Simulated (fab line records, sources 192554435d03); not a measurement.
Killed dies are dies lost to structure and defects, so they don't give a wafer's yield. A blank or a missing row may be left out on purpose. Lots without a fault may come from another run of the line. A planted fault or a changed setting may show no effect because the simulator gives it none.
Chamber matching | flow n5_finfet | N5_BEOL_M5_ETCH_62 on rie_diel-01: 4 sister chambers
The step etches SOC in N2/H2, target depth 75 nm, overetch 15 nm, time 112.5 s. 14 wafers are shown with their chamber, then 7 later ones without.

WAFERS WITH THEIR CHAMBER
wafer  | chamber | showerhead_plenum_p_Torr (Torr) | throttle_valve_pct (%) | drypump_motor_current_A (A)
L082.1 | 3       | 2.58                            | 17.73                  | 5.4
L082.4 | 1       | 2.69                            | 17.32                  | 6.0
L082.5 | 0       | 2.69                            | 17.90                  | 5.1
L085.1 | 2       | 2.50                            | 17.63                  | 5.5
L085.5 | 3       | 2.58                            | 17.75                  | 5.4
L085.6 | 2       | 2.51                            | 17.63                  | 5.5
L087.1 | 3       | 2.58                            | 17.73                  | 5.5
L087.3 | 1       | 2.69                            | 17.33                  | 6.0
L087.5 | 2       | 2.50                            | 17.61                  | 5.6
L089.1 | 2       | 2.50                            | 17.65                  | 5.6
L089.2 | 3       | 2.58                            | 17.75                  | 5.4
L089.5 | 3       | 2.58                            | 17.74                  | 5.4
L092.2 | 3       | 2.57                            | 17.75                  | 5.4
L092.3 | 1       | 2.68                            | 17.37                  | 6.0

SIGNATURES (means of the wafers above)
reading                  | chamber 0 | chamber 1 | chamber 2 | chamber 3 | scatter within a chamber
showerhead_plenum_p_Torr | 2.6900    | 2.6867    | 2.5025    | 2.5783    | 0.00474
throttle_valve_pct       | 17.9000   | 17.3400   | 17.6300   | 17.7417   | 0.0164
drypump_motor_current_A  | 5.100     | 6.000     | 5.550     | 5.417     | 0.0428
Rule: a wafer's distance from a chamber is the root of the sum, over the readings, of the square of ((its reading less the chamber's mean) divided by the reading's scatter). The wafer belongs to the nearest chamber; if the next one is less than 2 further off, it can't be placed. The scatter: the root of (the sum of the squares of (reading less its chamber's mean) over the shown wafers, divided by (wafers less chambers)).

WAFERS WITHOUT THEIR CHAMBER
wafer  | showerhead_plenum_p_Torr (Torr) | throttle_valve_pct (%) | drypump_motor_current_A (A)
L092.5 | 2.68                            | 17.92                  | 5.1
L097.1 | 2.49                            | 17.67                  | 5.5
L097.2 | 2.57                            | 17.78                  | 5.4
L097.3 | 2.68                            | 17.94                  | 5.1
L096.3 | 2.57                            | 17.78                  | 5.4
L096.4 | 2.68                            | 17.96                  | 5.1
L096.5 | 2.68                            | 17.95                  | 5.1

WHICH CHAMBER EACH WENT THROUGH
wafer  | from the rows above | in truth
L092.5 | 0                   | 0
L097.1 | 2                   | 2
L097.2 | 3                   | 3
L097.3 | 0                   | 0
L096.3 | 3                   | 3
L096.4 | 0                   | 0
L096.5 | 0                   | 0
Placed correctly: 7 of 7. Can't be placed from these rows: 0. Placed wrongly: 0.
